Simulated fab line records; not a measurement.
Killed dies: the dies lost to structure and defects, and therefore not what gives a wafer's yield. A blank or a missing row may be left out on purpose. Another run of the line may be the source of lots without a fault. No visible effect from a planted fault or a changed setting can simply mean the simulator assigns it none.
fab line records    flow nand_harc    part 1 of 2: steps 1 to 14 of 15
record lots=7  wafers=21  last_day=29
route steps=1159 shown P_M1@290 END@1159
lots that met no fault: from a run of the same line without faults
start_h: start of the lot's first displayed wafer, in hours after the record's first day    wait_h: hours from the lot's prior step to this one    " same as the row above    L1.1+2: a row that stands for several wafers    - value missing, or start not given    * or withheld: withheld    < > ~ a bound
route shown NAME@n: names a module that has steps shown in the file, with the first one's number in the route    usual: average and standard deviation across the fault-free wafers    same: alike in all rows    chamber/n: place in a boat    sites: each site's reading    _std_site: the values' standard deviation    _edge_site: the outer-site mean with the inner-site mean subtracted    radius_mm: how far each site lies from the wafer's centre    mask NAME#n: copy n    behind: tool/chamber where the wafer was last shaped    hold: the reason the lot was held/the length of the hold in hours/how it ended    device: the n, p or np transistor that did not switch    end of line: at the end of the route, the tests of the same wafers    step lacking rows: just its recipe    killed: dies lost to structure and defects at the first sort, not the wafer's yield    map: a wafer's dies, x killed, . not, _ none there
set.NAME: the run value of the setting; set.NAME@STEP: its run value at that earlier step    model.NAME: the simulator's own value behind a step, which no gauge read
lots at selected steps of the route; one table per step, one row per wafer
services: when a tool's chamber went out of use (start_h, in hours from the record's first day, below 0 if earlier), for how many hours, and the reason
## steps
# step NHARC_P_M1_SOFTBAKE_04
# recipe temp_c=105  time_s=55
# step NHARC_P_M1_EBR_05
# step NHARC_P_M1_EXPOSE_06
# recipe na=1.35  target_cd_nm=130  dose_mj=81.88  mask_id=P_M1
# step NHARC_P_M1_PEB_07
# recipe peb_temp_c=100  peb_time_s=65
# step NHARC_P_M1_DEVELOP_08
# recipe develop_time_s=35  dev_temp_c=23
# step NHARC_P_M1_CD_MEAS_09
# recipe target_cd_nm=130  landing_energy_ev=500
# usual cd_nm=130.0/0.72
lot.wafer  tool       chamber  start_h  wait_h  cd_nm
L448.2     cd_sem-03  0        183.25   -       128.7
L448.3     "          0        "        "       128.1
L448.4     "          0        "        "       128.4
L457.1     cd_sem-01  0        200.79   -       130.6
L457.4     "          0        "        "       130.5
L457.6     "          0        "        "       129.2
L458.1     cd_sem-01  0        203.45   -       129.8
L458.3     "          0        "        "       129.6
L458.6     "          0        "        "       129.5
L460.2     cd_sem-02  0        205.55   -       130.2
L460.4     "          0        "        "       129.9
L460.6     "          0        "        "       131.1
L466.3     cd_sem-01  0        221.39   -       130.3
L466.4     "          0        "        "       130.0
L466.5     "          0        "        "       129.7
L471.3     cd_sem-01  0        251.08   -       130.5
L471.4     "          0        "        "       130.0
L471.5     "          0        "        "       129.6
L470.2     cd_sem-03  0        251.71   -       129.3
L470.3     "          0        "        "       128.9
L470.6     "          0        "        "       128.7
# step NHARC_P_M1_OVL_MEAS_10
# recipe pitch_nm=260
# usual overlay_x_nm=0.2/1.3  overlay_y_nm=0.3/0.91
lot.wafer  tool        chamber  start_h  wait_h  overlay_x_nm  overlay_y_nm
L448.2     overlay-02  -        183.34   -       1.1           1.6
L448.3     "           -        "        "       0.4           1.0
L448.4     "           -        "        "       1.0           0.9
L457.1     overlay-02  -        200.87   -       0.9           2.1
L457.4     "           -        "        "       0.6           2.6
L457.6     "           -        "        "       0.7           2.1
L458.1     overlay-02  -        203.54   -       -3.0          -0.5
L458.3     "           -        "        "       -2.9          -0.3
L458.6     "           -        "        "       -3.1          -0.1
L460.2     overlay-01  -        205.64   -       -2.5          0.7
L460.4     "           -        "        "       -1.7          0.4
L460.6     "           -        "        "       -1.8          0.8
L466.3     overlay-01  -        221.48   -       1.0           0.2
L466.4     "           -        "        "       1.3           0.5
L466.5     "           -        "        "       0.9           0.3
L471.3     overlay-01  -        251.16   -       0.1           1.0
L471.4     "           -        "        "       0.3           0.5
L471.5     "           -        "        "       -0.1          0.5
L470.2     overlay-01  -        251.80   -       -0.6          0.4
L470.3     "           -        "        "       -1.4          0.5
L470.6     "           -        "        "       -1.2          0.7
# step NHARC_P_M1_INSPECT_11
# usual raw_defect_count=3.9/2.3
lot.wafer  tool               chamber  start_h  wait_h  raw_defect_count
L448.2     defect_inspect-02  -        183.37   0.0     2
L448.3     "                  -        "        "       5
L448.4     "                  -        "        "       2
L457.1     defect_inspect-01  -        200.91   0.0     3
L457.4     "                  -        "        "       5
L457.6     "                  -        "        "       6
L458.1     defect_inspect-01  -        203.57   0.0     3
L458.3     "                  -        "        "       5
L458.6     "                  -        "        "       7
L460.2     defect_inspect-02  -        205.68   0.0     3
L460.4     "                  -        "        "       2
L460.6     "                  -        "        "       4
L466.3     defect_inspect-02  -        221.53   0.1     4
L466.4     "                  -        "        "       3
L466.5     "                  -        "        "       4
L471.3     defect_inspect-01  -        251.20   0.0     1
L471.4     "                  -        "        "       2
L471.5     "                  -        "        "       3
L470.2     defect_inspect-02  -        251.84   0.0     3
L470.3     "                  -        "        "       1
L470.6     "                  -        "        "       5
# step NHARC_P_M1_DESCUM_14
# recipe time_s=3  o2_flow_sccm=200  ar_flow_sccm=0  bias_power_w=0  chemistry=O2
# usual drypump_motor_current_A=5.6/0.58  oes_product_au=0.996/0.01  rf_vpp_V=57.7/1  showerhead_plenum_p_Torr=1.91/0.098  throttle_valve_pct=11.312/0.0093
# same bias_power_w=0
lot.wafer  tool         chamber  start_h  wait_h  drypump_motor_current_A  oes_product_au  rf_hours_counter_h  rf_vpp_V  showerhead_plenum_p_Torr  throttle_valve_pct
L448.4     rie_diel-02  2        183.43   0.1     4.8                      0.991           0.8                 58.2      1.85                      11.314
L448.2     "            3        "        "       5.0                      1.009           0.8                 57.9      1.82                      11.324
L448.3     "            1        "        "       6.3                      0.994           0.7                 57.8      1.98                      11.325
L457.4     rie_diel-10  0        200.97   0.1     5.9                      0.994           0.9                 57.7      1.93                      11.303
L457.1     "            1        "        "       5.3                      0.987           0.8                 56.9      1.98                      11.327
L457.6     "            0        "        "       5.9                      0.993           -                   58.4      1.93                      11.296
L458.1     rie_diel-13  3        203.64   0.1     6.4                      0.998           2.1                 55.2      1.79                      11.309
L458.3     "            0        "        "       6.2                      1.001           2.6                 59.5      1.79                      11.323
L458.6     "            3        "        "       6.4                      1.000           -                   55.8      1.79                      11.303
L460.4     rie_diel-02  2        205.76   0.1     4.8                      0.986           1.4                 58.0      1.85                      11.320
L460.2     "            3        "        "       5.0                      1.018           1.4                 56.5      1.82                      11.317
L460.6     "            0        "        "       5.7                      0.991           -                   57.8      2.05                      11.326
L466.4     rie_diel-10  1        221.60   0.1     5.3                      0.999           3.1                 58.6      1.98                      11.312
L466.3     "            3        "        "       4.8                      0.993           3.4                 56.3      1.79                      11.311
L466.5     "            1        "        "       5.2                      1.000           -                   57.3      1.98                      11.311
L471.3     rie_diel-02  1        251.28   0.1     6.2                      1.003           3.0                 56.9      1.98                      11.324
L471.4     "            2        "        "       4.8                      0.988           3.0                 57.4      1.85                      11.309
L471.5     "            0        "        "       5.7                      1.010           -                   59.3      2.04                      11.295
L470.3     rie_diel-02  3        251.91   0.1     5.0                      1.004           2.9                 57.6      1.82                      11.295
L470.2     "            0        "        "       5.7                      0.991           2.8                 58.1      2.04                      11.315
L470.6     "            2        "        "       4.7                      0.988           -                   56.9      1.85                      11.295
# step NHARC_P_M1_ETCH_35
# recipe target_depth_a=400  overetch_a=120  time_s=43.94  ion_energy_ev=200  n2_flow_sccm=150  h2_flow_sccm=150  ar_flow_sccm=0  rf_w=400  bias_w=150  chemistry=N2/H2
# usual drypump_motor_current_A=5.5/0.57  h2_flow_sccm=150.0/0.44  oes_product_au=0.995/0.01  rf_vpp_V=430/3.4  showerhead_plenum_p_Torr=2.04/0.11  throttle_valve_pct=14.169/0.0085
lot.wafer  tool         chamber  start_h  wait_h  drypump_motor_current_A  h2_flow_sccm  oes_product_au  rf_hours_counter_h  rf_vpp_V  showerhead_plenum_p_Torr  throttle_valve_pct
L448.4     rie_diel-02  0        183.52   0.1     5.7                      150.4         0.986           0.6                 435       2.18                      14.175
L448.3     "            1        "        "       6.2                      149.2         1.001           0.7                 432       2.11                      14.163
L448.2     "            3        "        "       5.0                      151.0         1.013           0.8                 428       1.94                      14.171
L457.1     rie_diel-10  2        201.06   0.1     5.7                      150.4         0.986           0.6                 433       2.17                      14.162
L457.4     "            1        "        "       5.2                      149.7         0.998           0.8                 433       2.12                      14.167
L457.6     "            3        "        "       4.8                      150.2         0.989           -                   428       1.90                      14.150
L458.3     rie_diel-13  3        203.73   0.1     6.4                      149.8         1.004           2.1                 426       1.91                      14.158
L458.1     "            0        "        "       6.2                      150.1         1.001           2.6                 428       1.91                      14.160
L458.6     "            1        "        "       5.0                      149.9         0.989           -                   428       1.93                      14.172
L460.4     rie_diel-02  1        205.82   0.1     6.3                      150.0         0.996           1.4                 433       2.11                      14.194
L460.2     "            3        "        "       5.1                      150.0         1.010           1.4                 427       1.94                      14.176
L460.6     "            1        "        "       6.2                      150.7         1.002           -                   433       2.11                      14.169
L466.4     rie_diel-10  3        221.68   0.1     4.8                      150.3         0.984           3.4                 426       1.90                      14.174
L466.3     "            0        "        "       5.9                      150.5         0.999           3.7                 431       2.06                      14.169
L466.5     "            3        "        "       4.8                      150.0         0.986           -                   426       1.90                      14.163
L471.3     rie_diel-02  3        251.36   0.1     5.1                      149.9         1.014           2.9                 427       1.94                      14.150
L471.4     "            2        "        "       4.8                      149.0         0.994           3.0                 429       1.97                      14.166
L471.5     "            3        "        "       5.0                      150.8         1.012           -                   429       1.94                      14.177
L470.3     rie_diel-02  0        251.98   0.1     5.7                      150.1         1.012           2.8                 435       2.18                      14.169
L470.2     "            2        "        "       4.8                      149.4         1.003           3.0                 428       1.97                      14.167
L470.6     "            1        "        "       6.3                      150.0         1.001           -                   432       2.11                      14.175
# step NHARC_P_M1_ETCH_15
# recipe target_depth_a=1825  time_s=91.2  c4f8_flow_sccm=withheld  ar_flow_sccm=400  rf_w=600  bias_w=300  chemistry=C4F8/Ar
# usual oes_product_au=0.958/0.022  rf_vpp_V=441/3
lot.wafer  tool         chamber  start_h  wait_h  oes_product_au  rf_hours_counter_h  rf_vpp_V
L448.4     rie_diel-02  1        -        -       0.981           0.7                 442
L448.3     "            2        "        "       0.951           0.8                 439
L448.2     "            3        "        "       0.969           0.9                 438
L457.1     rie_diel-10  2        -        -       0.957           0.6                 444
L457.4     "            0        "        "       0.966           1.0                 442
L457.6     "            2        "        "       0.951           -                   446
L458.3     rie_diel-13  3        -        -       0.948           2.1                 437
L458.1     "            1        "        "       0.976           2.8                 437
L458.6     "            0        "        "       0.980           -                   437
L460.2     rie_diel-02  1        -        -       0.955           1.4                 443
L460.4     "            0        "        "       0.961           1.3                 446
L460.6     "            1        "        "       0.977           -                   442
L466.4     rie_diel-10  0        -        -       0.966           3.7                 442
L466.3     "            2        "        "       0.958           2.9                 444
L466.5     "            0        "        "       0.971           -                   441
L471.4     rie_diel-02  3        -        -       0.940           2.9                 439
L471.3     "            1        "        "       0.925           3.0                 443
L471.5     "            0        "        "       0.927           -                   445
L470.3     rie_diel-02  2        -        -       0.930           3.1                 439
L470.2     "            1        "        "       0.928           3.0                 442
L470.6     "            2        "        "       0.920           -                   438
# step NHARC_P_M1_CD_MEAS_16
# usual cd_nm=130.0/0.88
lot.wafer  tool       chamber  start_h  wait_h  cd_nm
L448.2     cd_sem-02  -        183.75   -       129.2
L448.3     "          -        "        "       128.1
L448.4     "          -        "        "       129.0
L457.1     cd_sem-01  -        201.28   -       129.8
L457.4     "          -        "        "       130.5
L457.6     "          -        "        "       130.0
L458.1     cd_sem-01  -        203.94   -       130.0
L458.3     "          -        "        "       129.3
L458.6     "          -        "        "       129.1
L460.2     cd_sem-01  -        206.05   -       130.5
L460.4     "          -        "        "       129.6
L460.6     "          -        "        "       131.1
L466.3     cd_sem-01  -        221.91   -       130.5
L466.4     "          -        "        "       129.5
L466.5     "          -        "        "       129.6
L471.3     cd_sem-02  -        251.58   -       130.9
L471.4     "          -        "        "       130.2
L471.5     "          -        "        "       131.1
L470.2     cd_sem-01  -        252.20   -       129.6
L470.3     "          -        "        "       129.8
L470.6     "          -        "        "       128.0
# step NHARC_P_M1_STRIP_18
# recipe power_w=1000  n2_flow_sccm=150  h2_flow_sccm=150  ar_flow_sccm=0  bias_w=0  chemistry=N2/H2
# usual bias_w=0/0  chamber_pressure_mTorr=30.000/0.028  drypump_motor_current_A=5.7/0.58  h2_flow_sccm=150.0/0.48  oes_product_au=0.996/0.01  power_w=1000.0/3  rf_vpp_V=90.5/0.99  showerhead_plenum_p_Torr=2.02/0.11  throttle_valve_pct=14.173/0.0093
lot.wafer  tool         chamber  start_h  wait_h  bias_w  chamber_pressure_mTorr  drypump_motor_current_A  h2_flow_sccm  oes_product_au  power_w  rf_hours_counter_h  rf_vpp_V  showerhead_plenum_p_Torr  throttle_valve_pct
L448.3     rie_diel-13  0        183.82   0.1     0       29.975                  6.3                      150.0         1.002           995.7    2.0                 91.0      1.91                      14.181
L448.4     "            1        "        "       0       30.010                  5.0                      150.0         0.989           999.0    2.0                 90.7      1.93                      14.170
L448.2     "            2        "        "       0       30.020                  5.7                      150.3         0.992           1000.7   2.0                 92.0      2.19                      14.175
L457.1     rie_diel-02  0        201.35   0.1     -       -                       -                        -             -               -        -                   -         -                         -
L457.4     "            3        "        "       -       -                       -                        -             -               -        -                   -         -                         -
L457.6     "            0        "        "       -       -                       -                        -             -               -        -                   -         -                         -
L458.1     rie_diel-02  1        204.04   0.1     -       -                       -                        -             -               -        -                   -         -                         -
L458.3     "            3        "        "       -       -                       -                        -             -               -        -                   -         -                         -
L458.6     "            1        "        "       -       -                       -                        -             -               -        -                   -         -                         -
L460.2     rie_diel-13  0        206.12   0.1     -       -                       -                        -             -               -        -                   -         -                         -
L460.4     "            3        "        "       -       -                       -                        -             -               -        -                   -         -                         -
L460.6     "            1        "        "       -       -                       -                        -             -               -        -                   -         -                         -
L466.3     rie_diel-13  3        222.01   0.1     0       30.030                  6.5                      148.8         0.997           1002.0   3.9                 90.3      1.90                      14.173
L466.4     "            0        "        "       0       29.984                  6.2                      149.3         1.003           1000.5   4.2                 88.8      1.91                      14.179
L466.5     "            3        "        "       0       29.997                  6.5                      149.8         0.991           997.3    -                   90.5      1.90                      14.187
L471.3     rie_diel-13  3        251.68   0.1     0       30.002                  6.4                      150.4         0.993           1003.9   7.5                 90.0      1.90                      14.184
L471.4     "            1        "        "       0       29.992                  5.1                      150.6         0.985           997.6    8.6                 90.3      1.92                      14.167
L471.5     "            3        "        "       0       29.976                  6.4                      150.5         0.994           1002.5   -                   89.7      1.90                      14.189
L470.3     rie_diel-10  1        252.28   0.1     0       29.986                  5.2                      150.6         1.004           1002.1   5.9                 88.1      2.12                      14.166
L470.2     "            3        "        "       0       30.007                  4.8                      149.6         0.996           995.9    6.6                 90.0      1.90                      14.151
L470.6     "            2        "        "       0       30.008                  5.7                      149.7         0.975           996.3    -                   92.0      2.17                      14.182
# step NHARC_P_M1_ETCH_28
# recipe target_depth_a=300  over_etch_frac=0.3  time_s=72.99  ion_energy_ev=150  cf4_flow_sccm=50  n2_flow_sccm=100  ar_flow_sccm=150  rf_w=300  bias_w=100  chemistry=CF4/N2
# usual drypump_motor_current_A=5.7/0.57  oes_product_au=0.998/0.0091  rf_vpp_V=313.8/2.5  showerhead_plenum_p_Torr=2.61/0.14  throttle_valve_pct=19.795/0.0091
lot.wafer  tool         chamber  start_h  wait_h  drypump_motor_current_A  oes_product_au  rf_hours_counter_h  rf_vpp_V  showerhead_plenum_p_Torr  throttle_valve_pct
L448.3     rie_diel-13  1        -        -       5.0                      0.996           2.1                 312.9     2.49                      19.790
L448.4     "            3        "        "       6.4                      1.007           1.5                 313.4     2.47                      19.788
L448.2     "            0        "        "       6.3                      1.003           2.1                 310.6     2.47                      19.818
L457.4     rie_diel-02  0        201.59   0.1     5.7                      1.009           1.1                 317.5     2.80                      19.802
L457.1     "            1        "        "       6.2                      1.003           1.3                 315.4     2.71                      19.801
L457.6     "            1        "        "       6.2                      0.999           -                   316.0     2.71                      19.786
L458.3     rie_diel-02  0        204.26   0.1     5.7                      0.993           1.2                 316.0     2.80                      19.806
L458.1     "            2        "        "       4.8                      0.977           1.4                 312.1     2.54                      19.810
L458.6     "            0        "        "       5.7                      0.996           -                   318.4     2.80                      19.802
L460.2     rie_diel-13  1        206.37   0.2     5.1                      0.983           2.9                 313.5     2.49                      19.801
L460.4     "            2        "        "       5.7                      0.992           2.8                 316.7     2.80                      19.798
L460.6     "            0        "        "       6.3                      1.014           -                   310.5     2.47                      19.813
L466.4     rie_diel-13  3        -        -       6.4                      1.005           3.9                 311.5     2.47                      19.794
L466.3     "            0        "        "       6.3                      1.018           4.2                 311.0     2.47                      19.792
L466.5     "            1        "        "       5.1                      0.995           -                   312.9     2.49                      19.805
L471.4     rie_diel-13  0        -        -       6.3                      1.007           7.4                 311.9     2.47                      19.790
L471.3     "            1        "        "       5.1                      0.990           8.6                 311.8     2.49                      19.781
L471.5     "            2        "        "       5.8                      0.997           -                   317.3     2.80                      19.789
L470.3     rie_diel-10  3        -        -       4.8                      0.994           6.6                 310.7     2.46                      19.794
L470.2     "            1        "        "       5.3                      0.993           6.0                 314.5     2.72                      19.801
L470.6     "            3        "        "       4.8                      0.989           -                   310.0     2.46                      19.785
## key
first_sign step=NHARC_P_M1_STRIP_18  reading=tool_record  direction=missing
effect step=NHARC_END_SORT_01  reading=killed_at_periphery  direction=up  sigmas=99+  usual=3.0  struck=609.7
more_kills_born_at NHARC_P_M1_STRIP_18@rie_diel-02=3652  NHARC_P_M1_STRIP_18@rie_diel-13=1807
met_at NHARC_P_M1_STRIP_18
struck_wafers L457.1,L457.4,L457.6,L458.1,L458.3,L458.6,L460.2,L460.4,L460.6
later_rows_left_out L457.1,L457.4,L457.6,L458.1,L458.3,L458.6,L460.2,L460.4,L460.6
onset_between 183.82 201.35
fault kind=skipped_step_whole  tool=rie_diel-02,rie_diel-13  chamber=-  onset_h=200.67  steps=NHARC_P_M1_STRIP_18  scope=struck_lots_only
# later_rows_left_out: the simulator's readings of these wafers behind a module that went badly wrong aren't trusted and aren't shown, but for the sort
